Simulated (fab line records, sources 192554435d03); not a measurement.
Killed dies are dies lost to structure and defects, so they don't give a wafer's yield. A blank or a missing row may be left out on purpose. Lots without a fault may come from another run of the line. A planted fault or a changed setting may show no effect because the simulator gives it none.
fab line records | flow n5_finfet
record lots=6 wafers=18 last_day=17
route steps=1938 shown HKMG_FIN@440
lots that met no fault: from a run of the same line without faults
start_h: hours from the record's first day to the start of the lot's first wafer shown | wait_h: hours since the lot's step before | " the same as in the row above | L1.1+2: a row that stands for several wafers | - no value, or no start given | * or withheld: withheld | < > ~ a bound
route shown NAME@n: a module of which the file shows steps, and the number in the route of the first | usual: mean/standard deviation of fault-free wafers | same: alike in all rows | chamber/n: place in a boat | sites: the reading at each site | _std_site: their standard deviation | _edge_site: outer sites' mean less inner sites' | radius_mm: how far each site lies from the wafer's centre | mask NAME#n: copy n | behind: the tool/chamber that last shaped the wafer | hold: why the lot was held/for how many hours/how that ended | device: the transistor (n, p or np) that didn't switch | end of line: the same wafers' tests at the end of the route | a step without rows: its recipe alone | killed: dies lost to structure and defects at the first sort, not the wafer's yield | map: a wafer's dies, x killed, . not, _ none there
set.NAME: the setting as run; set.NAME@STEP: as run at that earlier step | model.NAME: the simulator's own value behind a step, which no gauge read
lots at some steps of the route; a table a step, a row a wafer
services: from which hour (start_h, from the record's first day; less than 0 if before it) a tool's chamber was out of use, for how many hours, and why
## steps
# step N5_HKMG_FIN_WET_ETCH_18
# recipe chemistry=SC1 target=TiN mix=1:1:5 temp_c=* time_s=55 target_depth_nm=5.2 dry=ipa_marangoni rinse_time_s=30 rinse_temp_c=23
# step N5_HKMG_FIN_STRIP_19
# recipe chemistry=N2/H2 power_w=2500 temp_c=300 h2_frac=0.65 time_s=360 pressure_mtorr=withheld n2_flow_sccm=1750 h2_flow_sccm=3250
# step N5_HKMG_FIN_ALD_91
# recipe material=TiN target_thk_a=10 temp_c=400 ald_precursor_family=TiCl4 ald_co_reactant=NH3 pulse_time_s=1 purge_time_s=3 co_reactant_purge_time_s=2 co_reactant_pulse_time_s=2 ald_cycles=47 pressure_torr=3
# usual heater_power_w=864/76 precursor_pulse_height_rel=0.999/0.02
# columns lot.wafer tool chamber start_h wait_h heater_power_w precursor_pulse_height_rel
L344.3 ald_metal-03 2 113.46 0.1 838 1.012
L344.4 " 1 " " 894 0.992
L344.5 " 3 " " 707 0.944
L345.1 ald_metal-03 3 121.86 0.3 688 0.974
L345.4 " 0 " " 834 0.983
L345.6 " 1 " " 881 0.988
L353.1 ald_metal-04 3 170.83 0.3 880 0.998
L353.2 " 2 " " 999 0.987
L353.5 " 2 " " 986 0.984
L354.2 ald_metal-04 1 174.85 0.3 914 0.982
L354.3 " 2 " " 1002 1.012
L354.5 " 1 " " 920 1.024
L358.1 ald_metal-03 0 201.67 0.3 812 1.014
L358.3 " 3 " " 710 1.019
L358.4 " 2 " " 819 0.995
L361.3 ald_metal-01 3 217.34 0.1 861 0.977
L361.4 " 0 " " 819 0.990
L361.6 " 0 " " 825 1.021
# step N5_HKMG_FIN_COAT_85
# recipe resist=SOC temp_c=250 time_s=60 spin_rpm=1500 resist_thk_nm=300
# step N5_HKMG_FIN_ETCH_86
# recipe chemistry=N2/H2 target=SOC target_depth_a=3932 stop_on=TiN ion_energy_ev=100 bias_w=61 pressure_mtorr=30 source_w=850 n2_flow_sccm=200 h2_flow_sccm=200
# step N5_HKMG_FIN_STRIP_89
# recipe chemistry=N2/H2 material=SOC time_s=20 power_w=500 temp_c=40 pressure_mtorr=50 rf_frequency_hz=6e+07 bias_power_w=8 h2_frac=0.5 n2_flow_sccm=300 h2_flow_sccm=300
# usual drypump_motor_current_A=6.0/0.42 oes_product_au=0.77/0.066 power_w=500.0/1.6 rf_vpp_V=54.2/0.83 showerhead_plenum_p_Torr=3.36/0.09 throttle_valve_pct=18.92/0.29
# columns lot.wafer tool chamber start_h wait_h drypump_motor_current_A oes_product_au power_w rf_hours_counter_h rf_vpp_V showerhead_plenum_p_Torr throttle_valve_pct
L344.3 rie_diel-06 0 113.86 0.0 5.7 0.81 499.6 100 52.6 3.50 18.49
L344.4 " 1 " " 6.5 0.70 501.2 216 54.0 3.46 19.49
L344.5 " 3 " " 5.3 0.85 500.6 - 53.4 3.42 18.81
L345.1 rie_diel-03 3 122.26 0.0 6.3 0.85 500.6 59 53.2 3.27 18.56
L345.4 " 2 " " 5.4 0.72 498.5 - 53.5 3.38 18.97
L345.6 " 0 " " 6.1 0.75 500.5 - 55.3 3.31 19.01
L353.1 rie_diel-03 1 171.38 0.0 5.5 0.82 498.6 72 54.7 3.41 18.90
L353.2 " 0 " " 6.1 0.74 499.5 172 54.1 3.31 19.02
L353.5 " 0 " " 6.1 0.74 499.4 - 54.4 3.30 19.01
L354.2 rie_diel-06 3 175.37 0.0 5.3 0.83 501.6 35 55.4 3.41 18.82
L354.3 " 2 " " 5.4 0.74 500.9 192 54.8 3.35 18.89
L354.5 " 1 " " 6.5 0.68 499.6 - 53.1 3.45 19.53
L358.1 rie_diel-03 2 202.14 0.0 5.4 0.69 501.2 189 55.4 3.36 19.01
L358.3 " 0 " " 6.1 0.73 498.6 181 55.3 3.30 19.06
L358.4 " 3 " " 6.3 0.81 499.4 85 52.9 3.25 18.60
L361.3 rie_diel-03 2 217.73 0.0 5.4 0.69 500.8 195 53.5 3.36 19.04
L361.4 " 3 " " 6.3 0.82 501.3 90 53.9 3.25 18.61
L361.6 " 2 " " 5.4 0.70 500.5 - 53.2 3.36 19.02
# step N5_HKMG_FIN_WET_ETCH_87
# recipe chemistry=SC1 target=TiN mix=1:2:40 temp_c=50 time_s=154.2 target_depth_nm=4.7 dry=ipa_marangoni rinse_time_s=30 rinse_temp_c=23
# step N5_HKMG_FIN_STRIP_88
# recipe chemistry=N2/H2 power_w=2500 temp_c=300 h2_frac=0.65 time_s=360 pressure_mtorr=withheld n2_flow_sccm=1750 h2_flow_sccm=3250
# usual drypump_motor_current_A=5.3/0.33 heater_power_w=458/61
# columns lot.wafer tool chamber start_h wait_h drypump_motor_current_A heater_power_w rf_hours_counter_h
L344.3 plasma_asher-02 1 114.17 0.1 5.4 359 -
L344.4 " 0 " " 5.7 491 -
L344.5 " 0 " " 5.7 492 -
L345.1 plasma_asher-02 1 122.46 0.0 5.4 362 47
L345.4 " 0 " " 5.7 500 -
L345.6 " 0 " " 5.7 497 -
L353.1 plasma_asher-01 0 171.57 0.0 4.9 518 102
L353.2 " 1 " " 4.9 465 102
L353.5 " 1 " " 4.9 457 -
L354.2 plasma_asher-01 0 175.56 0.0 4.9 527 103
L354.3 " 0 " " 4.9 512 -
L354.5 " 0 " " 4.9 511 -
L358.1 plasma_asher-01 1 202.33 0.0 4.9 460 112
L358.3 " 0 " " 4.9 523 -
L358.4 " 1 " " 4.9 474 -
L361.3 plasma_asher-02 0 218.04 0.1 5.7 500 -
L361.4 " 1 " " 5.4 366 -
L361.6 " 1 " " 5.4 358 -
# step N5_HKMG_FIN_NWFM_ALD_20
# recipe material=TiAlC target_thk_a=20 temp_c=300 ald_precursor_family=TiCl4 ald_co_reactant=TEA pulse_time_s=3 purge_time_s=2 co_reactant_purge_time_s=2 co_reactant_pulse_time_s=10 ald_cycles=7 pressure_torr=3
# step N5_HKMG_FIN_ALD_71
# recipe material=TiN target_thk_a=10 temp_c=400 ald_precursor_family=TiCl4 ald_co_reactant=NH3 pulse_time_s=1 purge_time_s=3 co_reactant_purge_time_s=2 co_reactant_pulse_time_s=2 ald_cycles=47 pressure_torr=3
# usual heater_power_w=862/74 precursor_pulse_height_rel=1.001/0.018
# columns lot.wafer tool chamber start_h wait_h heater_power_w precursor_pulse_height_rel
L344.3 ald_metal-03 0 114.54 0.0 837 1.013
L344.4 " 3 " " 715 0.989
L344.5 " 2 " " 837 1.025
L345.1 ald_metal-01 3 122.94 0.0 846 0.993
L345.4 " 2 " " 937 1.015
L345.6 " 3 " " 819 0.996
L353.1 ald_metal-03 1 172.06 0.0 877 0.987
L353.2 " 3 " " 722 0.987
L353.5 " 3 " " 707 1.008
L354.2 ald_metal-04 2 176.05 0.0 977 0.999
L354.3 " 1 " " 916 0.985
L354.5 " 1 " " 947 0.982
L358.1 ald_metal-04 3 202.81 0.0 880 0.987
L358.3 " 2 " " 979 1.000
L358.4 " 1 " " 945 1.003
L361.3 ald_metal-04 0 218.41 0.0 822 1.009
L361.4 " 3 " " 888 1.044
L361.6 " 3 " " 903 1.022
# step N5_HKMG_FIN_COAT_66
# recipe resist=SOC temp_c=250 time_s=60 spin_rpm=1500 resist_thk_nm=300
# step N5_HKMG_FIN_ETCH_67
# recipe chemistry=N2/H2 target=SOC target_depth_a=3889 stop_on=TiN ion_energy_ev=100 bias_w=61 pressure_mtorr=30 source_w=850 n2_flow_sccm=200 h2_flow_sccm=200
# usual drypump_motor_current_A=5.9/0.43 oes_product_au=0.77/0.069 rf_vpp_V=240.7/1.1 showerhead_plenum_p_Torr=2.55/0.067 throttle_valve_pct=17.77/0.23
# columns lot.wafer tool chamber start_h wait_h drypump_motor_current_A oes_product_au rf_hours_counter_h rf_vpp_V showerhead_plenum_p_Torr throttle_valve_pct
L344.3 rie_diel-03 0 114.88 - 6.1 0.74 152 240.8 2.51 17.88
L344.4 " 0 " " 6.1 0.72 - 240.0 2.51 17.88
L344.5 " 3 " " 6.3 0.85 - 239.6 2.47 17.33
L345.1 rie_diel-06 3 123.28 - 5.3 0.87 19 240.6 2.59 17.67
L345.4 " 1 " " 6.5 0.71 219 243.3 2.62 18.15
L345.6 " 1 " " 6.5 0.70 - 242.2 2.62 18.15
L353.1 rie_diel-06 3 172.40 - 5.3 0.83 34 241.6 2.58 17.67
L353.2 " 2 " " 5.4 0.72 190 239.5 2.54 17.77
L353.5 " 2 " " 5.4 0.72 - 240.4 2.54 17.79
L354.2 rie_diel-06 0 176.40 - 5.7 0.77 120 241.1 2.65 17.62
L354.3 " 3 " " 5.3 0.82 36 241.5 2.58 17.68
L354.5 " 1 " " 6.5 0.69 - 240.6 2.62 18.18
L358.1 rie_diel-03 3 203.15 - 6.3 0.81 86 239.5 2.46 17.39
L358.3 " 0 " " 6.1 0.70 181 240.4 2.50 17.93
L358.4 " 1 " " 5.5 0.79 81 239.3 2.58 17.97
L361.3 rie_diel-03 0 218.79 - 6.1 0.70 186 242.0 2.49 17.94
L361.4 " 3 " " 6.3 0.81 91 239.8 2.46 17.40
L361.6 " 3 " " 6.3 0.81 - 238.6 2.46 17.40
# step N5_HKMG_FIN_STRIP_90
# recipe chemistry=N2/H2 material=SOC time_s=20 power_w=500 temp_c=40 pressure_mtorr=50 rf_frequency_hz=6e+07 bias_power_w=8 h2_frac=0.5 n2_flow_sccm=300 h2_flow_sccm=300
# usual drypump_motor_current_A=5.9/0.43 oes_product_au=0.78/0.071 power_w=500.0/1.5 rf_vpp_V=54.2/0.84 showerhead_plenum_p_Torr=3.36/0.085 throttle_valve_pct=18.90/0.27
# columns lot.wafer tool chamber start_h wait_h drypump_motor_current_A oes_product_au power_w rf_hours_counter_h rf_vpp_V showerhead_plenum_p_Torr throttle_valve_pct
L344.3 rie_diel-03 0 114.94 0.0 6.1 0.76 499.9 152 53.5 3.32 18.99
L344.4 " 0 " " 6.1 0.76 500.9 - 53.2 3.32 19.00
L344.5 " 3 " " 6.3 0.87 500.5 - 54.4 3.27 18.56
L345.1 rie_diel-06 3 123.34 0.0 5.3 0.87 500.6 19 55.0 3.42 18.81
L345.4 " 1 " " 6.5 0.70 494.6 219 53.7 3.46 19.49
L345.6 " 1 " " 6.5 0.70 498.2 - 54.2 3.46 19.49
L353.1 rie_diel-06 3 172.46 0.0 5.3 0.70 370.1 35 55.6 3.41 18.83
L353.2 " 2 " " 5.4 0.61 370.4 191 54.3 3.35 18.87
L353.5 " 2 " " 5.4 0.61 371.6 - 54.5 3.35 18.91
L354.2 rie_diel-06 0 176.46 0.0 5.8 0.67 371.6 120 54.8 3.49 18.52
L354.3 " 3 " " 5.3 0.69 366.4 36 53.6 3.41 18.84
L354.5 " 1 " " 6.5 0.57 372.9 - 54.3 3.45 19.52
L358.1 rie_diel-03 3 203.21 0.0 6.4 0.81 499.9 86 54.6 3.25 18.59
L358.3 " 0 " " 6.1 0.73 500.0 181 52.3 3.30 19.03
L358.4 " 1 " " 5.5 0.81 502.5 82 54.1 3.41 18.92
L361.3 rie_diel-03 0 218.85 0.0 6.1 0.73 499.4 186 55.1 3.30 19.04
L361.4 " 3 " " 6.4 0.81 499.8 91 55.0 3.25 18.61
L361.6 " 3 " " 6.4 0.82 501.1 - 53.4 3.25 18.61
# step N5_HKMG_FIN_WET_ETCH_73
# recipe chemistry=SC1 mix=1:2:40 temp_c=50 time_s=42.3 target_depth_nm=1.3 dry=ipa_marangoni rinse_time_s=30 rinse_temp_c=23
## services
# columns tool chamber start_h hours kind
rie_diel-03 1 92.41 36.0 repair
ald_metal-03 - 130.52 0.3 repair
ald_metal-03 - 130.98 6.0 pm
plasma_asher-02 - 134.18 1.1 repair
ald_metal-01 - 139.30 1.3 repair
plasma_asher-02 - 163.55 28.1 pm
ald_metal-01 - 206.61 2.8 pm
ald_metal-03 3 207.26 9.5 repair
## key
first_sign step=N5_HKMG_FIN_STRIP_90 reading=power_w direction=down sigmas=85 usual=* struck=*
effect step=N5_HKMG_FIN_STRIP_90 reading=oes_product_au direction=down sigmas=1.9 usual=0.78 struck=0.64
met_at N5_HKMG_FIN_STRIP_90
struck_wafers L353.1,L353.2,L353.5,L354.2,L354.3,L354.5
tester_left_out L353,L354
onset_between 123.34 172.46
fault kind=process_parameter_drift tool=rie_diel-06 chamber=- onset_h=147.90 steps=N5_HKMG_FIN_STRIP_90 channel=power_w offset=* shape=step end_h=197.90 acts_in=* stated=*
# tester_left_out: of these lots the tester's yield and bins aren't shown, on N5 and GAA mostly nor the transistor test; their killed dies are dies lost to structure and defects alone, not to doping, threshold or leakage, so they don't give the yield
